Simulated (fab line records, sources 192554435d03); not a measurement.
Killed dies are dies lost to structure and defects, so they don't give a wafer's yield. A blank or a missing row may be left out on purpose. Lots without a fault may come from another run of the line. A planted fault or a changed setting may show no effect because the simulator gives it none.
Chamber matching | flow n5_finfet | N5_BEOL_M11_DESCUM_33 on rie_diel-04: 4 sister chambers
The step chemistry O2, time 7.9 s. 22 wafers are shown with their chamber, then 11 later ones without.

WAFERS WITH THEIR CHAMBER
wafer  | chamber | showerhead_plenum_p_Torr (Torr) | throttle_valve_pct (%) | oes_product_au (a.u.)
L074.2 | 0       | 2.08                            | 20.34                  | 0.75
L074.3 | 2       | 2.22                            | 20.06                  | 0.88
L074.5 | 3       | 2.25                            | 20.38                  | 0.91
L076.1 | 3       | 2.25                            | 20.39                  | 0.91
L076.2 | 0       | 2.08                            | 20.35                  | 0.75
L076.5 | 0       | 2.08                            | 20.34                  | 0.75
L081.1 | 2       | 2.22                            | 20.07                  | 0.88
L081.3 | 1       | 2.20                            | 20.51                  | 0.83
L081.6 | 0       | 2.08                            | 20.38                  | 0.73
L083.1 | 0       | 2.08                            | 20.39                  | 0.73
L083.2 | 2       | 2.22                            | 20.07                  | 0.88
L083.6 | 2       | 2.22                            | 20.08                  | 0.87
L082.2 | 1       | 2.20                            | 20.52                  | 0.81
L082.3 | 3       | 2.24                            | 20.42                  | 0.88
L082.5 | 2       | 2.22                            | 20.06                  | 0.87
L085.1 | 2       | 2.21                            | 20.08                  | 0.86
L085.2 | 3       | 2.24                            | 20.42                  | 0.86
L085.3 | 1       | 2.20                            | 20.52                  | 0.81
L088.1 | 2       | 2.21                            | 20.11                  | 0.85
L088.4 | 1       | 2.20                            | 20.52                  | 0.81
L088.5 | 3       | 2.24                            | 20.42                  | 0.86
L090.3 | 0       | 2.07                            | 20.39                  | 0.73

SIGNATURES (means of the wafers above)
reading                  | chamber 0 | chamber 1 | chamber 2 | chamber 3 | scatter within a chamber
showerhead_plenum_p_Torr | 2.0783    | 2.2000    | 2.2171    | 2.2440    | 0.00439
throttle_valve_pct       | 20.3650   | 20.5175   | 20.0757   | 20.4060   | 0.0187
oes_product_au           | 0.7400    | 0.8150    | 0.8700    | 0.8840    | 0.0153
Rule: a wafer's distance from a chamber is the root of the sum, over the readings, of the square of ((its reading less the chamber's mean) divided by the reading's scatter). The wafer belongs to the nearest chamber; if the next one is less than 2 further off, it can't be placed. The scatter: the root of (the sum of the squares of (reading less its chamber's mean) over the shown wafers, divided by (wafers less chambers)).

WAFERS WITHOUT THEIR CHAMBER
wafer  | showerhead_plenum_p_Torr (Torr) | throttle_valve_pct (%) | oes_product_au (a.u.)
L090.4 | 2.20                            | 20.54                  | 0.80
L090.5 | 2.21                            | 20.09                  | 0.86
L089.1 | 2.24                            | 20.44                  | 0.86
L089.2 | 2.20                            | 20.54                  | 0.81
L089.6 | 2.07                            | 20.39                  | 0.73
L094.1 | 2.21                            | 20.10                  | 0.84
L094.2 | 2.20                            | 20.55                  | 0.79
L094.4 | 2.20                            | 20.53                  | 0.80
L093.1 | 2.21                            | 20.11                  | 0.84
L093.2 | 2.23                            | 20.43                  | 0.84
L093.5 | 2.20                            | 20.54                  | 0.79

WHICH CHAMBER EACH WENT THROUGH
wafer  | from the rows above | in truth
L090.4 | 1                   | 1
L090.5 | 2                   | 2
L089.1 | 3                   | 3
L089.2 | 1                   | 1
L089.6 | 0                   | 0
L094.1 | 2                   | 2
L094.2 | 1                   | 1
L094.4 | 1                   | 1
L093.1 | 2                   | 2
L093.2 | 3                   | 3
L093.5 | 1                   | 1
Placed correctly: 11 of 11. Can't be placed from these rows: 0. Placed wrongly: 0.
